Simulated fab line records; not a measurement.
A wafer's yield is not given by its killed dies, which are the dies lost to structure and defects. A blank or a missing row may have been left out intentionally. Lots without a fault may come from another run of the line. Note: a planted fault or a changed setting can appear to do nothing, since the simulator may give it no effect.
fab line records -- flow n5_finfet
record lots=9, wafers=27, last_day=18
route steps=1938 shown HKMG_FIN@401 BEOL_M4@1111 PASSIVATION@1936
lots that met no fault: taken from a fault-free run of the same line
start_h: the number of hours between the record's first day and the start of the first shown wafer of the lot -- wait_h: how many hours have passed since the lot's step before this one -- " same as the row above -- L1.1+2: one row covering several wafers at once -- - value missing, or start not given -- * or withheld: withheld -- < > ~ a bound
route shown NAME@n: NAME is a module with steps in the file, n the number in the route of the first one -- usual: mean and standard deviation over wafers with no fault -- same: alike in all rows -- chamber/n: place in a boat -- sites: each site's reading -- _std_site: standard deviation of those values -- _edge_site: inner sites' mean taken away from outer sites' mean -- radius_mm: how far each site lies from the wafer's centre -- mask NAME#n: copy n -- behind: the most recent tool/chamber to have shaped the wafer -- hold: why the lot was held/for how many hours/how that ended -- device: names the non-switching transistor (n, p or np) -- end of line: the tests these same wafers got at the end of their route -- where a step has no rows: the recipe by itself -- killed: count of dies lost to structure and defects at first sort (not the wafer's yield) -- map: per-die view of a wafer (x killed, . not killed, _ where there is no die)
set.NAME: the setting as run; set.NAME@STEP: as run at that earlier step -- model.NAME: the simulator's own value behind a step, which no gauge read
route steps across a sampled set of lots; one table per step, one row per wafer
services: the hour from which a tool's chamber was out of use, counted from the record's first day as start_h (under 0 if before that day), plus the number of hours and why
## steps
# step N5_HKMG_FIN_DESCUM_53
# recipe chemistry=O2, time_s=7.9, source_power_w=50, bias_power_w=20, pressure_mtorr=20, rf_frequency_hz=2.712e+07, temp_c=40, resist=CAR-ArF, o2_flow_sccm=225
# usual bias_power_w=20.01/0.06, drypump_motor_current_A=5.7/0.53, oes_product_au=0.79/0.064, rf_fwd_power_W=49.44/0.18, rf_vpp_V=243.3/1.2, showerhead_plenum_p_Torr=2.10/0.056, throttle_valve_pct=20.49/0.27
lot.wafer,tool,chamber,start_h,wait_h,bias_power_w,drypump_motor_current_A,oes_product_au,rf_fwd_power_W,rf_hours_counter_h,rf_vpp_V,showerhead_plenum_p_Torr,throttle_valve_pct
L354.1,rie_diel-01,0,101.37,0.0,19.97,5.3,0.92,49.46,20,242.7,2.14,20.36
L354.2,rie_diel-01,1,101.37,0.0,20.10,5.5,0.87,49.39,43,243.2,2.16,20.38
L354.5,rie_diel-01,2,101.37,0.0,20.02,5.1,0.83,49.42,-,243.1,2.04,20.43
L356.2,rie_diel-01,3,109.06,0.0,19.94,6.2,0.86,49.29,38,244.9,2.12,19.89
L356.3,rie_diel-01,2,109.06,0.0,19.99,5.1,0.81,49.47,71,241.5,2.04,20.41
L356.5,rie_diel-01,1,109.06,0.0,20.00,5.4,0.85,49.37,-,244.2,2.16,20.37
L360.1,rie_diel-02,0,132.06,0.1,20.04,5.6,0.73,49.41,222,241.8,2.17,20.81
L360.4,rie_diel-02,2,132.06,0.1,20.00,5.8,0.77,49.03,158,242.9,2.18,20.41
L360.5,rie_diel-02,1,132.06,0.1,20.04,6.6,0.74,49.44,-,243.7,2.09,20.61
L361.1,rie_diel-02,1,137.63,0.3,20.00,6.6,0.74,49.35,150,243.3,2.09,20.62
L361.3,rie_diel-02,0,137.63,0.3,20.01,5.6,0.74,49.51,224,244.4,2.17,20.81
L361.6,rie_diel-02,3,137.63,0.3,19.99,5.0,0.75,49.54,-,243.8,2.07,20.68
L363.2,rie_diel-02,3,153.49,0.0,19.99,5.0,0.74,49.15,171,244.0,2.06,20.70
L363.3,rie_diel-02,0,153.49,0.0,20.07,5.6,0.72,49.29,230,245.3,2.17,20.81
L363.5,rie_diel-02,3,153.49,0.0,19.99,5.0,0.74,49.45,-,243.2,2.06,20.71
L368.1,rie_diel-01,3,178.25,0.3,20.01,6.2,0.82,49.33,61,242.5,2.11,19.92
L368.2,rie_diel-01,1,178.25,0.3,20.02,5.5,0.82,49.09,71,244.0,2.15,20.42
L368.3,rie_diel-01,2,178.25,0.3,20.09,5.1,0.80,49.59,94,241.9,2.03,20.44
L371.2,rie_diel-02,1,201.63,0.2,19.87,6.6,0.71,49.25,171,242.9,2.08,20.65
L371.3,rie_diel-02,0,201.63,0.2,20.01,5.6,0.71,49.60,247,242.5,2.16,20.85
L371.6,rie_diel-02,2,201.63,0.2,19.99,5.8,0.75,49.29,-,244.7,2.17,20.45
L372.1,rie_diel-04,3,204.25,0.0,20.04,5.3,0.75,49.43,175,241.9,2.01,20.64
L372.3,rie_diel-04,0,204.25,0.0,20.02,6.8,0.70,49.18,208,242.0,1.99,20.84
L372.4,rie_diel-04,2,204.25,0.0,20.07,6.2,0.86,49.63,55,243.9,2.03,20.07
L373.3,rie_diel-01,3,211.99,0.0,20.17,6.2,0.80,49.21,74,242.9,2.11,19.95
L373.5,rie_diel-01,0,211.99,0.0,19.99,5.3,0.84,49.70,-,244.3,2.12,20.41
L373.6,rie_diel-01,1,211.99,0.0,20.05,5.5,0.80,49.61,-,243.6,2.14,20.43
# step N5_HKMG_FIN_ALD_79
# recipe material=TiN, target_thk_a=15, temp_c=400, ald_precursor_family=TiCl4, ald_co_reactant=NH3, pulse_time_s=1, purge_time_s=3, co_reactant_purge_time_s=2, co_reactant_pulse_time_s=2, ald_cycles=68, pressure_torr=3
# usual heater_power_w=829/85, precursor_pulse_height_rel=0.997/0.018, susceptor_temp_C=399.98/0.22
# same ald_cycles=68
lot.wafer,tool,chamber,start_h,wait_h,heater_power_w,precursor_pulse_height_rel,susceptor_temp_C
L354.1,ald_metal-03,3,102.74,0.0,822,1.008,399.92
L354.2,ald_metal-03,1,102.74,0.0,814,1.040,399.80
L354.5,ald_metal-03,1,102.74,0.0,803,0.984,399.82
L356.2,ald_metal-02,3,110.51,0.1,864,1.042,400.35
L356.3,ald_metal-02,2,110.51,0.1,780,0.995,399.83
L356.5,ald_metal-02,1,110.51,0.1,868,0.989,399.94
L360.1,ald_metal-02,0,133.43,0.0,892,1.023,400.06
L360.4,ald_metal-02,2,133.43,0.0,773,0.979,400.29
L360.5,ald_metal-02,0,133.43,0.0,902,0.997,400.16
L361.1,ald_metal-02,3,139.33,0.0,878,0.997,399.97
L361.3,ald_metal-02,2,139.33,0.0,780,0.975,400.16
L361.6,ald_metal-02,1,139.33,0.0,883,0.955,399.86
L363.2,ald_metal-01,2,154.86,0.0,898,1.002,399.76
L363.3,ald_metal-01,1,154.86,0.0,832,0.961,399.87
L363.5,ald_metal-01,2,154.86,0.0,886,1.006,399.66
L368.1,ald_metal-02,3,179.97,0.0,881,1.018,399.77
L368.2,ald_metal-02,1,179.97,0.0,867,1.013,400.11
L368.3,ald_metal-02,0,179.97,0.0,887,0.981,400.14
L371.2,ald_metal-03,2,203.01,0.0,667,0.992,399.85
L371.3,ald_metal-03,0,203.01,0.0,763,1.025,400.29
L371.6,ald_metal-03,2,203.01,0.0,679,1.033,400.19
L372.1,ald_metal-02,1,205.62,0.0,884,1.006,400.20
L372.3,ald_metal-02,2,205.62,0.0,772,1.013,399.71
L372.4,ald_metal-02,0,205.62,0.0,875,0.998,399.69
L373.3,ald_metal-01,0,213.48,0.0,938,0.999,399.93
L373.5,ald_metal-01,0,213.48,0.0,940,0.997,400.09
L373.6,ald_metal-01,1,213.48,0.0,837,1.011,399.56
# step N5_HKMG_FIN_ALD_36
# recipe material=TiN, target_thk_a=10, temp_c=400, ald_precursor_family=TiCl4, ald_co_reactant=NH3, pulse_time_s=1, purge_time_s=3, co_reactant_purge_time_s=2, co_reactant_pulse_time_s=2, ald_cycles=47, pressure_torr=3
# usual heater_power_w=821/88, precursor_pulse_height_rel=0.999/0.02, susceptor_temp_C=399.99/0.21
# same ald_cycles=47
lot.wafer,tool,chamber,start_h,wait_h,heater_power_w,precursor_pulse_height_rel,susceptor_temp_C
L354.1,ald_metal-01,3,103.50,0.0,635,0.993,399.80
L354.2,ald_metal-01,2,103.50,0.0,882,0.979,400.12
L354.5,ald_metal-01,2,103.50,0.0,871,0.989,400.02
L356.2,ald_metal-01,1,111.27,0.0,823,1.001,400.32
L356.3,ald_metal-01,0,111.27,0.0,966,1.015,400.19
L356.5,ald_metal-01,0,111.27,0.0,942,1.010,399.93
L360.1,ald_metal-01,1,134.19,0.0,842,0.991,399.88
L360.4,ald_metal-01,3,134.19,0.0,630,0.989,400.18
L360.5,ald_metal-01,1,134.19,0.0,854,1.001,400.10
L361.1,ald_metal-01,3,140.10,0.0,567,1.011,385.58
L361.3,ald_metal-01,2,140.10,0.0,801,0.988,385.70
L361.6,ald_metal-01,3,140.10,0.0,584,0.998,385.39
L363.2,ald_metal-01,0,155.86,0.0,889,0.980,385.40
L363.3,ald_metal-01,3,155.86,0.0,564,0.968,385.66
L363.5,ald_metal-01,0,155.86,0.0,851,0.997,385.48
L368.1,ald_metal-03,1,180.73,0.0,813,1.003,400.54
L368.2,ald_metal-03,0,180.73,0.0,765,1.021,400.07
L368.3,ald_metal-03,3,180.73,0.0,838,1.000,400.13
L371.2,ald_metal-02,0,203.86,0.0,904,1.001,400.19
L371.3,ald_metal-02,3,203.86,0.0,886,1.000,399.97
L371.6,ald_metal-02,1,203.86,0.0,867,0.969,399.99
L372.1,ald_metal-02,0,206.62,0.3,869,0.999,399.82
L372.3,ald_metal-02,3,206.62,0.3,892,1.012,399.80
L372.4,ald_metal-02,1,206.62,0.3,868,1.048,399.73
L373.3,ald_metal-02,0,214.27,0.0,893,1.038,399.73
L373.5,ald_metal-02,2,214.27,0.0,779,0.988,399.93
L373.6,ald_metal-02,1,214.27,0.0,884,1.005,400.07
# step N5_HKMG_FIN_THK_MEAS_70
# recipe thk_meas_gauge=xrf, reads=HfO2_of_HKMG_FIN_HK_ALD_01
# usual HK_THK=1.573/0.018
lot.wafer,tool,chamber,start_h,wait_h,HK_THK[nm]
L354.1,film_metro-01,-,103.78,0.2,1.560
L354.2,film_metro-01,-,103.78,0.2,1.561
L354.5,film_metro-01,-,103.78,0.2,1.560
L356.2,film_metro-01,-,111.55,0.2,1.563
L356.3,film_metro-01,-,111.55,0.2,1.572
L356.5,film_metro-01,-,111.55,0.2,1.566
L360.1,film_metro-01,-,134.48,0.2,1.558
L360.4,film_metro-01,-,134.48,0.2,1.554
L360.5,film_metro-01,-,134.48,0.2,1.566
L361.1,film_metro-01,-,140.38,0.2,1.586
L361.3,film_metro-01,-,140.38,0.2,1.578
L361.6,film_metro-01,-,140.38,0.2,1.590
L363.2,film_metro-01,-,156.14,0.2,1.572
L363.3,film_metro-01,-,156.14,0.2,1.589
L363.5,film_metro-01,-,156.14,0.2,1.573
L368.1,film_metro-02,-,181.01,0.2,1.584
L368.2,film_metro-02,-,181.01,0.2,1.569
L368.3,film_metro-02,-,181.01,0.2,1.612
L371.2,film_metro-01,-,204.14,0.2,1.579
L371.3,film_metro-01,-,204.14,0.2,1.575
L371.6,film_metro-01,-,204.14,0.2,1.595
L372.1,film_metro-02,-,206.90,0.2,1.562
L372.3,film_metro-02,-,206.90,0.2,1.539
L372.4,film_metro-02,-,206.90,0.2,1.573
L373.3,film_metro-02,-,214.55,0.2,1.555
L373.5,film_metro-02,-,214.55,0.2,1.563
L373.6,film_metro-02,-,214.55,0.2,1.575
# step N5_BEOL_M4_RC_MEAS_101
# usual DIBL_N=36.4/1.7, DIBL_P=36.4/2.1, IOFF_N=0.16/0.035, IOFF_P=0.21/0.035, ION_N=680/11, ION_P=465/6.8, SS_N=71.5/0.58, SS_P=73.2/0.72, VT_N=249/3.6, VT_P=-250/3.1
lot.wafer,tool,chamber,start_h,wait_h,DIBL_N[mV/V],DIBL_P[mV/V],IOFF_N[nA/um],IOFF_P[nA/um],ION_N[uA/um],ION_P[uA/um],SS_N[mV/dec],SS_P[mV/dec],VT_N[mV],VT_P[mV]
L354.1,prober-02,0,213.96,0.0,35.7,37.8,0.17,0.19,678,457,71.7,73.8,250,-254
L354.2,prober-02,0,213.96,0.0,34.6,35.9,0.14,0.17,662,451,71.5,73.2,252,-256
L354.5,prober-02,0,213.96,0.0,36.0,37.8,0.18,0.20,680,459,71.9,74.4,247,-251
L356.2,prober-01,0,214.45,0.2,36.3,35.4,0.15,0.22,689,472,71.8,73.4,252,-248
L356.3,prober-01,0,214.45,0.2,34.1,33.1,0.13,0.19,670,466,71.3,72.8,252,-246
L356.5,prober-01,0,214.45,0.2,36.1,35.0,0.15,0.22,683,474,71.7,73.1,252,-246
L360.1,prober-01,0,220.75,0.0,37.7,36.4,0.19,0.24,697,474,71.9,73.2,244,-246
L360.4,prober-01,0,220.75,0.0,35.5,33.3,0.13,0.18,655,457,71.9,72.4,252,-252
L360.5,prober-01,0,220.75,0.0,35.9,34.8,0.14,0.21,682,469,71.6,72.8,246,-246
L361.1,prober-02,0,233.07,0.0,37.5,39.5,0.18,0.21,680,460,71.6,74.5,249,-251
L361.3,prober-02,0,233.07,0.0,37.0,37.7,0.16,0.19,662,453,71.4,73.6,250,-253
L361.6,prober-02,0,233.07,0.0,38.2,39.3,0.19,0.21,677,455,71.7,74.7,247,-251
L363.2,prober-02,0,252.17,0.2,38.0,36.6,0.19,0.24,695,470,72.4,73.9,243,-246
L363.3,prober-02,0,252.17,0.2,34.5,33.9,0.13,0.19,676,469,70.4,72.5,250,-252
L363.5,prober-02,0,252.17,0.2,38.1,37.7,0.20,0.26,695,471,72.4,74.1,244,-246
L368.1,prober-02,0,278.91,0.0,34.0,33.9,0.12,0.15,664,457,71.4,72.0,256,-253
L368.2,prober-02,0,278.91,0.0,37.2,36.5,0.16,0.19,674,458,71.8,72.7,250,-252
L368.3,prober-02,0,278.91,0.0,35.8,35.5,0.14,0.18,676,464,70.8,72.2,252,-255
L371.2,prober-02,0,293.39,0.2,39.5,40.4,0.24,0.28,686,463,73.2,74.5,243,-247
L371.3,prober-02,0,293.39,0.2,37.7,37.7,0.19,0.23,702,471,71.0,73.2,243,-249
L371.6,prober-02,0,293.39,0.2,41.5,42.8,0.31,0.32,717,480,72.9,75.0,239,-245
L372.1,prober-01,0,306.11,0.5,38.1,38.2,0.17,0.26,678,476,71.5,74.7,251,-248
L372.3,prober-01,0,306.11,0.5,36.0,34.8,0.14,0.20,674,470,71.9,72.7,252,-250
L372.4,prober-01,0,306.11,0.5,34.3,33.1,0.12,0.18,669,466,70.5,72.2,254,-251
L373.3,prober-01,0,309.77,0.3,36.0,36.2,0.16,0.23,678,470,71.7,72.8,248,-249
L373.5,prober-01,0,309.77,0.3,34.6,33.8,0.12,0.19,665,464,71.1,72.1,252,-251
L373.6,prober-01,0,309.77,0.3,38.6,39.1,0.21,0.28,692,469,72.3,74.4,247,-247
# step N5_PASSIVATION_PROBE_49
# usual defect_limited_yield=91.3/1.4, killed_at_M0_to_M3=36/11, killed_at_M4_up=13/5.2, killed_at_contacts=13/6.5, killed_at_front_end=37/11, killed_at_other=3.6/2.9, killed_dies=103/17, killed_on_rim=13/3.6, killed_open=68/12, killed_short=33/7.3, sort_bin_4_leakage=0.01/0.039, sort_bin_5_function=5.2/0.91, sort_bin_6_memory=3.2/0.67, sort_bin_8_speed=0.00/0.0099, sort_n_pass=1077/17, sort_yield_pct=91.3/1.4
# same gross_dies=1180, killed_at_back_side=0
lot.wafer,tool,chamber,start_h,wait_h,defect_limited_yield[%],killed_at_M0_to_M3,killed_at_M4_up,killed_at_contacts,killed_at_front_end,killed_at_other,killed_dies,killed_on_rim,killed_open,killed_short,sort_bin_4_leakage[%],sort_bin_5_function[%],sort_bin_6_memory[%],sort_bin_8_speed[%],sort_n_pass,sort_yield_pct[%]
L368.1,prober-01,-,383.78,0.0,93.1,23,7,19,32,1,82,8,58,24,0,3.9,2.9,0,1098,93.1
# killed by level:class
L368.1 MOL_CONTACT_COAG:geometric_particle:open=17 STI_FIN_REVEAL:geometric_particle:open=8 BEOL_M0_SAQP:geometric_particle:open=6 DUMMY_GATE:geometric_particle:open=5 BEOL_M0_SAQP:geometric_particle:short=4 BEOL_M1:geometric_particle:open=4 FIN_SAQP:geometric_particle:short=3 FIN_SAQP:geometric_particle:open=3
## services
tool,chamber,start_h,hours,kind
ald_metal-03,-,131.28,14.6,pm
rie_diel-04,0,143.65,8.5,repair
ald_metal-02,-,153.04,1.9,repair
ald_metal-01,-,178.52,28.1,pm
rie_diel-02,0,211.43,-,clean
rie_diel-02,0,211.43,-,consumable_replace:focus_ring
rie_diel-02,0,211.43,15.1,scheduled_down
rie_diel-02,0,211.43,15.1,vent_cycle
## key
first_sign step=N5_HKMG_FIN_ALD_36, reading=susceptor_temp_C, direction=down, sigmas=69, usual=*, struck=*
effect none on later readings
met_at N5_HKMG_FIN_ALD_36
struck_lots L361,L363
not_acting_at N5_HKMG_FIN_DESCUM_53,N5_HKMG_FIN_ALD_79,N5_HKMG_FIN_THK_MEAS_70
onset_between 134.19 140.10
fault kind=process_parameter_drift, tool=ald_metal-01, chamber=-, onset_h=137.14, steps=N5_HKMG_FIN_ALD_36, channel=temp_c, offset=*, shape=step, end_h=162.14, acts_in=*, stated=*
